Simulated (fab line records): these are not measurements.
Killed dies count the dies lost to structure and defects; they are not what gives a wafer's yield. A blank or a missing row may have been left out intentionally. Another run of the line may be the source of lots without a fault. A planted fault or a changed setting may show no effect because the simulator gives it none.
Chamber matching | flow n5Finfet | N5_BEOL_M2_ETCH_64 on rieDiel-05: 4 sister chambers
The step etches SOC in N2/H2, target depth 75 nm, overetch 22.5 nm, time 121.9 s. 4 wafers are shown with their chamber, then 7 later ones without.

WAFERS WITH THEIR CHAMBER
wafer  | chamber | drypumpMotorCurrentA (A)
L081.5 | 0       | 6.6
L087.2 | 3       | 5.7
L093.1 | 2       | 5.1
L093.2 | 1       | 5.7

WAFERS WITH NO CHAMBER GIVEN
wafer  | drypumpMotorCurrentA (A)
L093.5 | 5.6
L092.2 | 5.6
L092.4 | 5.1
L092.6 | 5.1
L096.1 | 5.6
L096.2 | 6.6
L096.3 | 5.7

WHICH CHAMBER EACH ONE RAN IN
wafer  | from the rows above     | in truth
L093.5 | can't be placed: 1 or 3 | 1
L092.2 | can't be placed: 1 or 3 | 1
L092.4 | 2                       | 2
L092.6 | 2                       | 2
L096.1 | can't be placed: 1 or 3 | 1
L096.2 | 0                       | 0
L096.3 | can't be placed: 1 or 3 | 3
Correct placement for 3 of the 7. Can't be placed from these rows: 4 (the true chamber is among the candidates in 4). 0 placed wrongly.
How it was worked out, from the rows above alone: a wafer's distance from a chamber is the root of the sum, over the readings, of the square of ((its reading less the chamber's mean) divided by the reading's scatter). The wafer belongs to the nearest chamber; if the next one is less than 2 further off, it can't be placed. A chamber's mean is the mean of its shown wafers. The scatter (one wafer shown for each chamber): square how far every hidden wafer sits from the nearest shown wafer, average those squares and take the square root.
